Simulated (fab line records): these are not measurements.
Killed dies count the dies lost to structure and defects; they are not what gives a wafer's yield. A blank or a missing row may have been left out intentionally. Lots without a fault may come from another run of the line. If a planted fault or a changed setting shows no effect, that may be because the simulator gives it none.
Commonality check across tools	flow nand_harc	Sample size 2 lots and 6 wafers

== WHY IT WAS OPENED ==
At NHARC_END_SORT_01 the reading killed_at_periphery is flagged on 2 of 2 lots. Fault-free wafers read 3.5, with a standard deviation of 2.5.
Rule: a lot is flagged in two cases, either no wafer of it has a number, or all its wafers with numbers fall more than 4 standard deviations from that mean. The other lots count as sound.

lot	measured	on	killed_at_periphery, wafer by wafer	flag
L830	day 27 04:59	prober-02	493 572 544	FLAGGED
L832	day 27 18:12	prober-02	572 509 506	FLAGGED
Flagged lots average 532.7: +529.2 relative to the usual, that is +99 or more standard deviations.

== EACH LOT AND THE TOOL IT RAN ON ==
The record holds 3 process steps before the reading, out of a route of 1302 steps. Each cell gives the tool, then ch followed by the chambers the sampled wafers passed through, then the start.
lot	flag	NHARC_P_CONTACT_CMP_01	NHARC_P_CONTACT_ETCH_36	NHARC_P_CONTACT_PVD_32
L830	FLAGGED	cmp-02 ch 0,2,3, day 8 06:28	rie_diel-06 ch 0,2,3, day 8 07:34	pvd_sputter-02, day 27 04:59 or earlier
L832	FLAGGED	cmp-02 ch 0,1,3, day 8 22:48	rie_diel-06 ch 0,1,2, day 9 00:02	pvd_sputter-02, day 27 18:12 or earlier
These steps, and what they do:
- NHARC_P_CONTACT_CMP_01: polishes SiO2, target thk 200 nm.
- NHARC_P_CONTACT_ETCH_36: etches the open film in N2/H2, target depth 260 nm, time 406.25 s.
- NHARC_P_CONTACT_PVD_32: deposits Ti, target thk 5 nm, time 17.7 s.
- NHARC_END_SORT_01

== FLAGGED AGAINST TOTAL, ONE TOOL AT A TIME (gauges that did the reading follow at the end) ==
step	tool	lots run	flagged	share of the flagged lots	sound lots run after its first flagged lot
NHARC_P_CONTACT_CMP_01	cmp-02	2	2	all	0
NHARC_P_CONTACT_ETCH_36	rie_diel-06	2	2	all	0
NHARC_P_CONTACT_PVD_32	pvd_sputter-02	2	2	all	0
NHARC_END_SORT_01	prober-02	2	2	all	0
NHARC_P_CONTACT_PVD_32 gives no start for some lots, so the hours and the order of its lots are those of NHARC_END_SORT_01.

== THE TABLE: WHAT IT ALLOWS ==
4 rows of the table ran every flagged lot: cmp-02 at NHARC_P_CONTACT_CMP_01, rie_diel-06 at NHARC_P_CONTACT_ETCH_36, pvd_sputter-02 at NHARC_P_CONTACT_PVD_32, prober-02 at NHARC_END_SORT_01.
- cmp-02 at NHARC_P_CONTACT_CMP_01 ran 2 lots, 2 of them flagged. It ran no sound lot before its first flagged lot in this sample, so the start can't be narrowed down.
- rie_diel-06 at NHARC_P_CONTACT_ETCH_36 ran 2 lots, 2 of them flagged. It ran no sound lot before its first flagged lot in this sample, so the start can't be narrowed down. Its own readings lie more than 4 standard deviations out on every wafer of the flagged lots: run_length_s.
- pvd_sputter-02 at NHARC_P_CONTACT_PVD_32 ran 2 lots, 2 of them flagged. It ran no sound lot before its first flagged lot in this sample, so the start can't be narrowed down.
- prober-02 at NHARC_END_SORT_01 ran 2 lots, 2 of them flagged. It ran no sound lot before its first flagged lot in this sample, so the start can't be narrowed down.
Because each of these 4 tools fits a fault that began at some hour, counting lots does not separate them. More lots, or a look at what each step does to the wafer, might.

== WHAT THE SIMULATOR HAD PUT IN ==
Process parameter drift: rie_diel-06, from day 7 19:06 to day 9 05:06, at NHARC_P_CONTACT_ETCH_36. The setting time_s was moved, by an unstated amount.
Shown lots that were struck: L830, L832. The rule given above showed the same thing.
